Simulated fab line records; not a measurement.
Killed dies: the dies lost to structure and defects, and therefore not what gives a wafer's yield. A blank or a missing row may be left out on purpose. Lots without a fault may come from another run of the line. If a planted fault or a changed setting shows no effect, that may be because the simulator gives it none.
Which of the tools did it? :: flow n5 finfet :: Sampling: 8 lots, 24 wafers, 6 of 1938 route steps

== WHAT THE GAUGES READ, wafer by wafer ==
N5_MOL_CONTACT_COAG_INSPECT_42: inspects for defects (brightfield).
lot: L473
measured: day 5 19:56
on: defect inspect-02
raw defect count: 195 224 204

lot: L474
measured: day 5 23:37
on: defect inspect-01
raw defect count: 155 242 202

lot: L479
measured: day 7 06:25
on: defect inspect-02
raw defect count: 1796 345 221

lot: L484
measured: day 8 15:00
on: defect inspect-01
raw defect count: 1580 198 142

lot: L485
measured: day 8 16:04
on: defect inspect-02
raw defect count: 272 248 308

lot: L487
measured: day 9 03:09
on: defect inspect-02
raw defect count: 247 207 266

lot: L491
measured: day 10 03:35
on: defect inspect-01
raw defect count: 113 190 155

lot: L494
measured: day 10 19:10
on: defect inspect-02
raw defect count: 199 174 181

N5_BEOL_M4_RC_MEAS_101.
lot: L473
measured: day 8 20:23
on: prober-02
DIBL_N (mV/V): 33.8 33.5 33.9
DIBL_P (mV/V): 34.7 34.5 35.1
IOFF_N (nA/um): 0.143 0.133 0.139
IOFF_P (nA/um): 0.199 0.186 0.199
ION_N (uA/um): 667 672 663
ION_P (uA/um): 461 464 464
SS_N (mV/dec): 71.0 71.5 70.9
SS_P (mV/dec): 72.4 72.5 72.8
VT_N (mV): 250.9 250.1 250.9
VT_P (mV): -250.0 -250.8 -250.2

lot: L474
measured: day 9 18:23
on: prober-02
DIBL_N (mV/V): 36.5 35.0 36.1
DIBL_P (mV/V): 37.3 36.3 37.1
IOFF_N (nA/um): 0.167 0.150 0.163
IOFF_P (nA/um): 0.198 0.182 0.197
ION_N (uA/um): 677 679 680
ION_P (uA/um): 461 452 462
SS_N (mV/dec): 70.8 71.0 71.5
SS_P (mV/dec): 74.3 73.0 73.2
VT_N (mV): 249.8 252.0 248.3
VT_P (mV): -253.7 -254.3 -251.2

lot: L479
measured: day 10 22:23
on: prober-01
DIBL_N (mV/V): 36.2 37.4 36.8
DIBL_P (mV/V): 35.5 37.4 36.7
IOFF_N (nA/um): 0.162 0.183 0.175
IOFF_P (nA/um): 0.209 0.233 0.224
ION_N (uA/um): 687 680 690
ION_P (uA/um): 467 468 469
SS_N (mV/dec): 71.6 71.8 70.5
SS_P (mV/dec): 73.1 74.2 73.0
VT_N (mV): 246.1 245.8 247.4
VT_P (mV): -248.9 -249.6 -248.3

lot: L484
measured: day 12 10:53
on: prober-02
DIBL_N (mV/V): 36.3 36.9 38.0
DIBL_P (mV/V): 33.9 34.5 36.4
IOFF_N (nA/um): 0.147 0.148 0.184
IOFF_P (nA/um): 0.227 0.227 0.275
ION_N (uA/um): 669 678 692
ION_P (uA/um): 472 467 477
SS_N (mV/dec): 71.5 71.1 71.6
SS_P (mV/dec): 72.4 73.4 73.6
VT_N (mV): 248.6 251.3 247.6
VT_P (mV): -244.2 -247.5 -243.5

lot: L485
measured: day 12 07:56
on: prober-01
DIBL_N (mV/V): 33.9 34.1 33.2
DIBL_P (mV/V): 35.3 36.2 34.6
IOFF_N (nA/um): 0.152 0.156 0.136
IOFF_P (nA/um): 0.208 0.231 0.201
ION_N (uA/um): 688 682 681
ION_P (uA/um): 474 474 471
SS_N (mV/dec): 71.3 71.0 70.4
SS_P (mV/dec): 72.8 73.3 72.7
VT_N (mV): 248.7 250.0 250.0
VT_P (mV): -248.8 -245.6 -249.4

lot: L487
measured: day 12 12:38
on: prober-02
DIBL_N (mV/V): 33.7 37.4 35.2
DIBL_P (mV/V): 32.6 37.8 34.0
IOFF_N (nA/um): 0.112 0.179 0.140
IOFF_P (nA/um): 0.168 0.235 0.181
ION_N (uA/um): 658 677 664
ION_P (uA/um): 463 469 458
SS_N (mV/dec): 71.3 71.4 71.7
SS_P (mV/dec): 72.2 74.2 72.9
VT_N (mV): 254.1 249.8 250.1
VT_P (mV): -251.2 -248.6 -250.5

lot: L491
measured: day 13 17:28
on: prober-02
DIBL_N (mV/V): 36.1 36.2 35.4
DIBL_P (mV/V): 36.0 36.6 35.8
IOFF_N (nA/um): 0.162 0.164 0.149
IOFF_P (nA/um): 0.183 0.187 0.176
ION_N (uA/um): 675 668 669
ION_P (uA/um): 454 455 452
SS_N (mV/dec): 71.9 72.0 71.4
SS_P (mV/dec): 73.0 73.8 73.1
VT_N (mV): 250.0 248.5 250.2
VT_P (mV): -253.1 -255.2 -256.0

lot: L494
measured: day 14 22:47
on: prober-02
DIBL_N (mV/V): 35.3 35.2 35.9
DIBL_P (mV/V): 34.3 34.4 35.3
IOFF_N (nA/um): 0.134 0.130 0.146
IOFF_P (nA/um): 0.219 0.216 0.240
ION_N (uA/um): 657 667 678
ION_P (uA/um): 466 471 477
SS_N (mV/dec): 71.6 71.4 71.1
SS_P (mV/dec): 73.2 72.1 73.7
VT_N (mV): 252.8 249.9 251.0
VT_P (mV): -247.0 -247.9 -244.7

== WHAT TOOL EACH LOT RAN ON (gives the tool, then ch and the chambers of the sampled wafers, and finally the start) ==
lot: L473
N5_MOL_CONTACT_COAG_PRECLEAN_144: wet bench-05 ch 2,4,7, day 5 19:20
N5_MOL_CONTACT_COAG_DESCUM_45: rie diel-05 ch 0,1,3, day 5 19:58
N5_MOL_CONTACT_COAG_ETCH_66: rie diel-05 ch 0,1,3, day 5 20:01
N5_MOL_CONTACT_COAG_ETCH_67: rie diel-04 ch 0,1,2, day 5 20:19

lot: L474
N5_MOL_CONTACT_COAG_PRECLEAN_144: wet bench-01 ch 5,6,7, day 5 23:01
N5_MOL_CONTACT_COAG_DESCUM_45: rie diel-05 ch 0,3, day 5 23:38
N5_MOL_CONTACT_COAG_ETCH_66: rie diel-05 ch 0,3, day 5 23:42
N5_MOL_CONTACT_COAG_ETCH_67: rie diel-04 ch 0,3, day 5 23:59

lot: L479
N5_MOL_CONTACT_COAG_PRECLEAN_144: wet bench-06 ch 5,6,7, day 7 05:50
N5_MOL_CONTACT_COAG_DESCUM_45: rie diel-05 ch 0,2,3, day 7 06:27
N5_MOL_CONTACT_COAG_ETCH_66: rie diel-05 ch 0,2,3, day 7 06:30
N5_MOL_CONTACT_COAG_ETCH_67: rie diel-02 ch 1,3, day 7 06:54

lot: L484
N5_MOL_CONTACT_COAG_PRECLEAN_144: wet bench-06 ch 1,6,7, day 8 14:32
N5_MOL_CONTACT_COAG_DESCUM_45: rie diel-02 ch 0,1,2, day 8 15:05
N5_MOL_CONTACT_COAG_ETCH_66: rie diel-02 ch 0,1,2, day 8 15:08
N5_MOL_CONTACT_COAG_ETCH_67: rie diel-04 ch 1,2, day 8 15:26

lot: L485
N5_MOL_CONTACT_COAG_PRECLEAN_144: wet bench-05 ch 2,3,7, day 8 15:29
N5_MOL_CONTACT_COAG_DESCUM_45: rie diel-05 ch 1,3, day 8 16:16
N5_MOL_CONTACT_COAG_ETCH_66: rie diel-05 ch 1,3, day 8 16:19
N5_MOL_CONTACT_COAG_ETCH_67: rie diel-02 ch 0,2,3, day 8 16:44

lot: L487
N5_MOL_CONTACT_COAG_PRECLEAN_144: wet bench-01 ch 3,4,5, day 9 02:34
N5_MOL_CONTACT_COAG_DESCUM_45: rie diel-02 ch 1,3, day 9 03:11
N5_MOL_CONTACT_COAG_ETCH_66: rie diel-02 ch 1,3, day 9 03:14
N5_MOL_CONTACT_COAG_ETCH_67: rie diel-02 ch 0,1,3, day 9 03:32

lot: L491
N5_MOL_CONTACT_COAG_PRECLEAN_144: wet bench-05 ch 1,3,6, day 10 02:59
N5_MOL_CONTACT_COAG_DESCUM_45: rie diel-04 ch 0,1,2, day 10 03:37
N5_MOL_CONTACT_COAG_ETCH_66: rie diel-04 ch 0,1,2, day 10 03:40
N5_MOL_CONTACT_COAG_ETCH_67: rie diel-02 ch 1,2,3, day 10 03:59

lot: L494
N5_MOL_CONTACT_COAG_PRECLEAN_144: wet bench-01 ch 2,5,7, day 10 18:41
N5_MOL_CONTACT_COAG_DESCUM_45: rie diel-04 ch 0,1, day 10 19:11
N5_MOL_CONTACT_COAG_ETCH_66: rie diel-04 ch 0,1, day 10 19:15
N5_MOL_CONTACT_COAG_ETCH_67: rie diel-04 ch 0,1, day 10 19:32
- N5_MOL_CONTACT_COAG_PRECLEAN_144: cleans in alkaline clean, time 60 s.
- N5_MOL_CONTACT_COAG_DESCUM_45: chemistry O2, time 7 s.
- N5_MOL_CONTACT_COAG_ETCH_66: etches SiARC in CF4, target depth 13 nm, time 21.7 s.
- N5_MOL_CONTACT_COAG_ETCH_67: etches SOC in N2/H2, target depth 60 nm, overetch 21 nm, time 101.2 s.

== AS READ BY THE TOOLS THEMSELVES (means over the sampled wafers that have a number; for cases with no such wafer, the mark the record gives instead) ==
N5_MOL_CONTACT_COAG_DESCUM_45.
lot: L473
tool: rie diel-05
drypump motor current A (A): 5.8
oes product au (a.u.): 0.76
rf vpp V (V): 242.8
showerhead plenum p Torr (Torr): 2.09
throttle valve pct (%): 20.43

lot: L474
tool: rie diel-05
drypump motor current A (A): 5.8
oes product au (a.u.): 0.75
rf vpp V (V): 243.9
showerhead plenum p Torr (Torr): 2.17
throttle valve pct (%): 20.35

lot: L479
tool: rie diel-05
drypump motor current A (A): 5.9
oes product au (a.u.): 0.80
rf vpp V (V): 243.3
showerhead plenum p Torr (Torr): 2.19
throttle valve pct (%): 20.38

lot: L484
tool: rie diel-02
drypump motor current A (A): 5.7
oes product au (a.u.): 0.78
rf vpp V (V): 244.0
showerhead plenum p Torr (Torr): 2.16
throttle valve pct (%): 20.34

lot: L485
tool: rie diel-05
drypump motor current A (A): 5.7
oes product au (a.u.): 0.74
rf vpp V (V): 242.1
showerhead plenum p Torr (Torr): 2.00
throttle valve pct (%): 20.56

lot: L487
tool: rie diel-02
drypump motor current A (A): 5.6
oes product au (a.u.): 0.79
rf vpp V (V): 244.8
showerhead plenum p Torr (Torr): 2.19
throttle valve pct (%): 20.30

lot: L491
tool: rie diel-04
drypump motor current A (A): 6.2
oes product au (a.u.): 0.81
rf vpp V (V): 243.3
showerhead plenum p Torr (Torr): 2.07
throttle valve pct (%): 20.34

lot: L494
tool: rie diel-04
drypump motor current A (A): 6.3
oes product au (a.u.): 0.82
rf vpp V (V): 244.0
showerhead plenum p Torr (Torr): 2.14
throttle valve pct (%): 20.25

N5_MOL_CONTACT_COAG_ETCH_66.
lot: L473
tool: rie diel-05
drypump motor current A (A): 5.7
etch rf on time s (s): 21.53
oes product au (a.u.): 0.65
rf vpp V (V): 183.8
showerhead plenum p Torr (Torr): 2.14
throttle valve pct (%): 15.64

lot: L474
tool: rie diel-05
drypump motor current A (A): 5.8
etch rf on time s (s): 21.52
oes product au (a.u.): 0.65
rf vpp V (V): 185.3
showerhead plenum p Torr (Torr): 2.21
throttle valve pct (%): 15.53

lot: L479
tool: rie diel-05
drypump motor current A (A): 5.9
etch rf on time s (s): 21.80
oes product au (a.u.): 0.69
rf vpp V (V): 185.3
showerhead plenum p Torr (Torr): 2.23
throttle valve pct (%): 15.56

lot: L484
tool: rie diel-02
drypump motor current A (A): 5.7
etch rf on time s (s): 21.70
oes product au (a.u.): 0.66
rf vpp V (V): 185.1
showerhead plenum p Torr (Torr): 2.21
throttle valve pct (%): 15.55

lot: L485
tool: rie diel-05
drypump motor current A (A): 5.7
etch rf on time s (s): 21.91
oes product au (a.u.): 0.63
rf vpp V (V): 183.0
showerhead plenum p Torr (Torr): 2.06
throttle valve pct (%): 15.79

lot: L487
tool: rie diel-02
drypump motor current A (A): 5.6
etch rf on time s (s): 21.86
oes product au (a.u.): 0.67
rf vpp V (V): 186.4
showerhead plenum p Torr (Torr): 2.24
throttle valve pct (%): 15.54

lot: L491
tool: rie diel-04
drypump motor current A (A): 6.2
etch rf on time s (s): 21.67
oes product au (a.u.): 0.69
rf vpp V (V): 183.2
showerhead plenum p Torr (Torr): 2.13
throttle valve pct (%): 15.57

lot: L494
tool: rie diel-04
drypump motor current A (A): 6.3
etch rf on time s (s): 21.68
oes product au (a.u.): 0.69
rf vpp V (V): 184.0
showerhead plenum p Torr (Torr): 2.18
throttle valve pct (%): 15.45

N5_MOL_CONTACT_COAG_ETCH_67.
lot: L473
tool: rie diel-04
drypump motor current A (A): 6.2
oes product au (a.u.): 0.71
rf vpp V (V): 523
showerhead plenum p Torr (Torr): 2.54
throttle valve pct (%): 17.69

lot: L474
tool: rie diel-04
drypump motor current A (A): 6.3
oes product au (a.u.): 0.72
rf vpp V (V): 526
showerhead plenum p Torr (Torr): 2.64
throttle valve pct (%): 17.59

lot: L479
tool: rie diel-02
drypump motor current A (A): 5.6
oes product au (a.u.): 0.67
rf vpp V (V): 527
showerhead plenum p Torr (Torr): 2.67
throttle valve pct (%): 17.68

lot: L484
tool: rie diel-04
drypump motor current A (A): 6.1
oes product au (a.u.): 0.68
rf vpp V (V): 521
showerhead plenum p Torr (Torr): 2.46
throttle valve pct (%): 17.87

lot: L485
tool: rie diel-02
drypump motor current A (A): 5.9
oes product au (a.u.): 0.63
rf vpp V (V): 526
showerhead plenum p Torr (Torr): 2.62
throttle valve pct (%): 17.81

lot: L487
tool: rie diel-02
drypump motor current A (A): 5.6
oes product au (a.u.): 0.66
rf vpp V (V): 528
showerhead plenum p Torr (Torr): 2.67
throttle valve pct (%): 17.67

lot: L491
tool: rie diel-02
drypump motor current A (A): 5.9
oes product au (a.u.): 0.70
rf vpp V (V): 525
showerhead plenum p Torr (Torr): 2.60
throttle valve pct (%): 17.72

lot: L494
tool: rie diel-04
drypump motor current A (A): 6.3
oes product au (a.u.): 0.67
rf vpp V (V): 526
showerhead plenum p Torr (Torr): 2.59
throttle valve pct (%): 17.64

== THE ANSWER, worked out from the rows above alone ==
Rule: usual is defined by the lots themselves. The widest of any qualifying gaps counts: lots, ordered by their means at a reading, are off when they make up no more than a third of the lots, leave a main group of 4 or more, and stand apart from it by 3 or more times the standard deviation of that group's means. The tables above print the reading to a certain number of digits; a main group whose means all agree to those digits is not used. Also off: a lot with no number at a reading for which 4 or more lots have one. Where the step has rows for the other lots, those lots are counted as sound. First the gauges in route order, then the tools' own readings, where a lot's mean is used as printed above. At the first step where some lot is off, the reading lying furthest off is the one used; lots without a number count as furthest.
Off, at N5_MOL_CONTACT_COAG_INSPECT_42 on raw defect count: L479, L484. Main group: mean 210, sd 39.
A tool fits if, at a process step before that reading, it ran every lot that is off, and no sound lot after the first of them. Those tools and the gauges at N5_MOL_CONTACT_COAG_INSPECT_42 are tried in the same way. One candidate fits, namely wet bench-06 at N5_MOL_CONTACT_COAG_PRECLEAN_144. It ran no sound lot before its first lot that is off in this sample, so the start can't be narrowed down.

== WHAT WAS PUT IN BY THE SIMULATOR ==
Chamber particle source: wet bench-06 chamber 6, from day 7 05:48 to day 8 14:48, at N5_MOL_CONTACT_COAG_PRECLEAN_144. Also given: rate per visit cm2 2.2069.
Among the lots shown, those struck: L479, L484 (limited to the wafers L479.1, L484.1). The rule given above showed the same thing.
